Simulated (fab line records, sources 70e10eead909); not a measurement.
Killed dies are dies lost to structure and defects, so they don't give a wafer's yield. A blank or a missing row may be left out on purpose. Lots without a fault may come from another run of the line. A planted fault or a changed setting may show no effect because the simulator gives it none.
A struck lot beside a sound one | flow nand_harc | 17 steps out of a route of 1302
Sound: wafers L748.4, L748.5, L748.6. Struck: wafer L765.5. (L765.2, L765.3 of the same lot were not struck and are left out.) The cause comes at the end.
At each step with rows: each side's tool, then ch and its chambers, then its first start. Under that, the readings that differ: sound wafers | struck wafers | difference of the means | sigmas: that difference in standard deviations of wafers without a fault.
alike: readings whose means differ by less than 2 such deviations, and words and numbers that are the same on both sides. not compared: withheld readings, readings that some wafer has no value for, bounds like >300 that may hide the same value, and numbers for which the record gives no deviation and whose values overlap.
The two part at a step that has a row with sigmas, a row that says differs or no value, or rows on one side only. Numbers that don't overlap but have no deviation are shown without sigmas and don't part them. A reading that every wafer of one side lacks parts them only if that side has two wafers or more.

NHARC_A_M1_INSPECT_11:
  sound on defect_inspect-02, day 24 05:46; struck on defect_inspect-02, day 30 17:10
  alike: raw_defect_count
NHARC_A_M1_DESCUM_14: chemistry O2, time 3 s.
  sound on rie_diel-08 ch 0,3, day 24 05:50; struck on rie_diel-11 ch 0, day 30 17:13
  reading             | sound             | struck | difference | sigmas
  o2_flow_sccm (sccm) | 200.0 199.2 200.2 | 201.4  | +1.6       | +3
  alike: drypump_motor_current_A, mfc_ar_sccm, oes_product_au, rf_vpp_V, showerhead_plenum_p_Torr, throttle_valve_pct
  not compared: rf_hours_counter_h
then, 1 step without rows for these wafers: NHARC_A_M1_ETCH_35 (etches the open film in N2/H2, target depth 40 nm, overetch 12 nm, time 43.94 s).
NHARC_A_M1_ETCH_15: etches the open film in C4F8/Ar, target depth 182.5 nm, time 91.2 s.
  sound on rie_diel-08 ch 2,3; struck on rie_diel-11 ch 0
  alike: oes_product_au, rf_vpp_V
  not compared: rf_hours_counter_h
NHARC_A_M1_CD_MEAS_16:
  sound on cd_sem-01, day 24 06:08; struck on cd_sem-03, day 30 17:32
  alike: cd_nm
then, 1 step without rows for these wafers: NHARC_A_M1_STRIP_18 (strips in N2/H2).
NHARC_A_M1_ETCH_28: etches the open film in CF4/N2, target depth 30 nm, time 72.99 s.
  sound on rie_diel-11 ch 0,3; struck on rie_diel-08 ch 1
  reading                         | sound             | struck | difference | sigmas
  rf_vpp_V (V)                    | 316.2 317.4 316.0 | 312.1  | -4.4       | -2
  showerhead_plenum_p_Torr (Torr) | 2.81 2.80 2.81    | 2.51   | -0.30      | -2
  alike: drypump_motor_current_A, mfc_ar_sccm, oes_product_au, throttle_valve_pct
  not compared: rf_hours_counter_h
then, 2 steps without rows for these wafers: NHARC_A_M1_STRIP_19 (strips in post etch residue remover, time 600 s); NHARC_A_M1_DEGAS_29 (time 60 s).
NHARC_A_M1_PRE_CLEAN_30: time 30 s.
  sound on pvd_sputter-01; struck on pvd_sputter-02
  alike: heater_power_w
then, 1 step without rows for these wafers: NHARC_A_M1_PVD_20 (deposits TaN, target thk 5 nm, time 8.06 s).
NHARC_A_M1_PVD_21: deposits Cu, target thk 30 nm, time 20.49 s.
  sound on pvd_sputter-01; struck on pvd_sputter-02
  alike: substrate_temp_c, throttle_valve_pct
NHARC_A_M1_ECD_22: material Cu, target thk 400 nm.
  sound on ecd_cu-01 ch 0,1, day 24 07:21; struck on ecd_cu-02 ch 0, day 30 18:38
then, 1 step without rows for these wafers: NHARC_A_M1_ANNEAL_31 (time 90 s).
NHARC_A_M1_CMP_23: polishes, t overpolish 20 s, target thk 154.34 nm.
  sound on cmp-02 ch 1,2, day 24 07:55; struck on cmp-02 ch 3, day 30 19:25
  reading                | sound    | struck | difference | sigmas
  time_to_endpoint_s (s) | 26 27 33 | 16     | -13        | -4
  alike: motor_current_A
NHARC_A_M1_THK_MEAS_24: measures by xrf.
  sound on film_metro-01, day 24 08:14; struck on film_metro-01, day 30 19:41
  alike: thk_nm
then, 1 step without rows for these wafers: NHARC_END_SORT_01.

WHERE THEY PART
First at NHARC_A_M1_DESCUM_14; last, within this record, at NHARC_A_M1_CMP_23. Later steps at which nothing parts them and some readings are alike: NHARC_A_M1_THK_MEAS_24.

WHY: what the simulator had put in
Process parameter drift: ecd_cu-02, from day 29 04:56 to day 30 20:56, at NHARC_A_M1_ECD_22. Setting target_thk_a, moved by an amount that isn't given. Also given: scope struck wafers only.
